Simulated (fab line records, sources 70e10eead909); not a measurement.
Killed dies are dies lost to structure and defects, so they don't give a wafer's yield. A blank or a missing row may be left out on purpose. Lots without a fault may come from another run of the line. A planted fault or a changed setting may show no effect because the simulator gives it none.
Chamber matching | flow nand_harc | NHARC_A_SLIT_DESCUM_14 on rie_diel-02: 4 sister chambers
The step chemistry O2, time 3 s. 8 wafers are shown with their chamber, then 12 later ones without.

WAFERS WITH THEIR CHAMBER
wafer  | chamber | drypump_motor_current_A (A) | oes_product_au (a.u.)
L087.2 | 2       | 5.4                         | 1.006
L087.6 | 0       | 5.7                         | 1.013
L086.1 | 3       | 5.6                         | 0.990
L086.4 | 1       | 5.8                         | 1.010
L086.6 | 2       | 5.5                         | 0.994
L090.1 | 0       | 5.7                         | 1.016
L090.2 | 1       | 5.9                         | 1.004
L090.4 | 3       | 5.5                         | 0.988

WAFERS WITHOUT THEIR CHAMBER
wafer  | drypump_motor_current_A (A) | oes_product_au (a.u.)
L093.1 | 5.9                         | 1.010
L093.2 | 5.6                         | 0.992
L093.3 | 5.7                         | 1.016
L094.3 | 5.4                         | 1.003
L094.4 | 5.9                         | 1.020
L094.6 | 5.9                         | 1.014
L096.2 | 5.4                         | 1.004
L096.4 | 5.5                         | 1.001
L096.5 | 5.7                         | 1.017
L095.1 | 5.6                         | 1.002
L095.2 | 5.5                         | 0.994
L095.6 | 5.6                         | 1.008

WHICH CHAMBER EACH WENT THROUGH
wafer  | from the rows above               | in truth
L093.1 | 1                                 | 1
L093.2 | can't be placed: 3 or 2           | 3
L093.3 | 0                                 | 0
L094.3 | 2                                 | 2
L094.4 | can't be placed: 1 or 0           | 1
L094.6 | can't be placed: 1 or 0           | 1
L096.2 | 2                                 | 2
L096.4 | can't be placed: 2 or 3           | 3
L096.5 | 0                                 | 0
L095.1 | can't be placed: 2 or 3 or 0 or 1 | 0
L095.2 | can't be placed: 3 or 2           | 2
L095.6 | can't be placed: 0 or 2 or 3 or 1 | 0
Placed correctly: 5 of 12. Can't be placed from these rows: 7 (the true chamber is among the candidates in 7). Placed wrongly: 0.
How it was worked out, from the rows above alone: a wafer's distance from a chamber is the root of the sum, over the readings, of the square of ((its reading less the chamber's mean) divided by the reading's scatter). The wafer belongs to the nearest chamber; if the next one is less than 2 further off, it can't be placed. A chamber's mean is the mean of its shown wafers. The scatter: the root of (the sum of the squares of (reading less its chamber's mean) over the shown wafers, divided by (wafers less chambers)).
